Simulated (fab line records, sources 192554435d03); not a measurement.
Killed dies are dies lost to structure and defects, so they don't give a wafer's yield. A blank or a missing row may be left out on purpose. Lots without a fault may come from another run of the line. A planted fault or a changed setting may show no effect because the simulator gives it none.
Chamber matching | flow n5_finfet | N5_BEOL_M13_ETCH_67 on rie_diel-06: 4 sister chambers
The step etches SiARC in CF4, target depth 143 nm, time 238.3 s. 4 wafers are shown with their chamber, then 7 later ones without.

WAFERS WITH THEIR CHAMBER
wafer  | chamber | showerhead_plenum_p_Torr (Torr)
L084.3 | 0       | 2.10
L084.4 | 2       | 2.21
L088.1 | 1       | 1.96
L088.3 | 3       | 2.25

WAFERS WITHOUT THEIR CHAMBER
wafer  | showerhead_plenum_p_Torr (Torr)
L088.4 | 2.21
L090.1 | 2.09
L090.2 | 1.96
L090.4 | 2.25
L095.1 | 1.96
L095.2 | 2.09
L095.3 | 2.20

WHICH CHAMBER EACH WENT THROUGH
wafer  | from the rows above | in truth
L088.4 | 2                   | 2
L090.1 | 0                   | 0
L090.2 | 1                   | 1
L090.4 | 3                   | 3
L095.1 | 1                   | 1
L095.2 | 0                   | 0
L095.3 | 2                   | 2
Placed correctly: 7 of 7. Can't be placed from these rows: 0. Placed wrongly: 0.
How it was worked out, from the rows above alone: a wafer's distance from a chamber is the root of the sum, over the readings, of the square of ((its reading less the chamber's mean) divided by the reading's scatter). The wafer belongs to the nearest chamber; if the next one is less than 2 further off, it can't be placed. A chamber's mean is the mean of its shown wafers. The scatter: with one shown wafer a chamber, the root of the mean of the squares of how far each hidden wafer lies from its nearest shown one.
